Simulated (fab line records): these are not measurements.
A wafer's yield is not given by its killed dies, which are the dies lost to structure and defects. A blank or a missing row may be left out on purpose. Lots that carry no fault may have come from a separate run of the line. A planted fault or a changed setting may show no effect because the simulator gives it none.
Which tool was responsible? + flow n5 finfet + 28 wafers from 10 lots sampled at 5 of the route's 1938 steps

WHAT THE GAUGES SHOWED, per wafer
N5_BEOL_M4_RC_MEAS_101.
| lot  | measured     | on        | DIBL_N (mV/V)  |
|------|--------------|-----------|----------------|
| L931 | day 8 23:49  | prober-02 | 37.2 31.8 34.4 |
| L932 | day 9 02:56  | prober-02 | 40.5 37.7 38.3 |
| L937 | day 9 17:14  | prober-01 | 35.3 32.8 32.1 |
| L939 | day 10 02:13 | prober-02 | 35.5 37.8      |
| L941 | day 11 02:28 | prober-02 | 35.8 35.8 36.0 |
| L942 | day 11 10:14 | prober-01 | 34.9 35.6 36.1 |
| L943 | day 12 05:52 | prober-02 | 35.7 36.4 35.5 |
| L944 | day 11 13:39 | prober-02 | 34.3 39.3 37.2 |
| L949 | day 12 18:49 | prober-01 | 37.2 36.0 37.9 |
| L951 | day 14 02:22 | prober-02 | 36.5 40.9      |

EACH LOT AND THE TOOL THAT RAN IT (in order: tool; ch and the chambers of the sampled wafers; start)
| lot  | N5_BEOL_M0_ETCH_138                | N5_BEOL_M0_STRIP_142               | N5_BEOL_M0_DEGAS_112         | N5_BEOL_M0_PRE_CLEAN_113     |
|------|------------------------------------|------------------------------------|------------------------------|------------------------------|
| L931 | rie diel-03 ch 0,1,3, day 7 01:52  | rie diel-01 ch 1,2, day 7 02:22    | pvd sputter-02, day 7 03:02  | pvd sputter-02, day 7 03:05  |
| L932 | rie diel-03 ch 0,3, day 7 02:20    | rie diel-06 ch 1,2,3, day 7 04:08  | pvd sputter-02, day 7 05:28  | pvd sputter-02, day 7 05:30  |
| L937 | rie diel-06 ch 0,1,2, day 7 14:30  | rie diel-06 ch 1,2,3, day 7 17:13  | pvd sputter-02, day 7 17:35  | pvd sputter-02, day 7 17:38  |
| L939 | rie diel-01 ch 0,1, day 8 03:40    | rie diel-06 ch 0,1, day 8 04:20    | pvd sputter-01, day 8 06:22  | pvd sputter-01, day 8 06:25  |
| L941 | rie diel-01 ch 0,3, day 8 23:25    | rie diel-03 ch 0,1,2, day 9 00:05  | pvd sputter-02, day 9 02:07  | pvd sputter-02, day 9 02:09  |
| L942 | rie diel-06 ch 1,2,3, day 9 03:31  | rie diel-06 ch 1,2, day 9 05:01    | pvd sputter-01, day 9 07:07  | pvd sputter-01, day 9 07:10  |
| L943 | rie diel-03 ch 1,3, day 9 07:55    | rie diel-01 ch 1,3, day 9 15:49    | pvd sputter-02, day 9 16:31  | pvd sputter-02, day 9 16:33  |
| L944 | rie diel-01 ch 0,1,2, day 9 15:02  | rie diel-03 ch 1,3, day 9 15:34    | pvd sputter-02, day 9 16:15  | pvd sputter-02, day 9 16:17  |
| L949 | rie diel-03 ch 0,1,2, day 10 16:14 | rie diel-06 ch 0,2,3, day 10 18:46 | pvd sputter-03, day 10 19:53 | pvd sputter-03, day 10 19:55 |
| L951 | rie diel-03 ch 2,3, day 11 04:28   | rie diel-01 ch 1,3, day 11 09:10   | pvd sputter-02, day 11 09:43 | pvd sputter-02, day 11 09:46 |
- N5_BEOL_M0_ETCH_138: etches SiCN in CH3F/O2, target depth 12 nm, time 31.6 s.
- N5_BEOL_M0_STRIP_142: strips in N2/H2, time 10 s.
- N5_BEOL_M0_DEGAS_112: time 60 s.
- N5_BEOL_M0_PRE_CLEAN_113: time 30 s.

THE ANSWER, worked out from the rows above alone
Rule: the lots themselves supply what counts as usual. The widest of any qualifying gaps counts: lots, ordered by their means at a reading, are off when they make up no more than a third of the lots, leave a main group of 4 or more, and stand apart from it by 3 or more times the standard deviation of that group's means. Not used: any main group whose means are identical at the precision the tables above print for the reading. Also off: a lot with no number at a reading for which 4 or more lots have one. The other lots that the step has rows for count as sound.
None of the lots is off at any reading shown; this tells nothing.

WHAT WAS PUT IN BY THE SIMULATOR
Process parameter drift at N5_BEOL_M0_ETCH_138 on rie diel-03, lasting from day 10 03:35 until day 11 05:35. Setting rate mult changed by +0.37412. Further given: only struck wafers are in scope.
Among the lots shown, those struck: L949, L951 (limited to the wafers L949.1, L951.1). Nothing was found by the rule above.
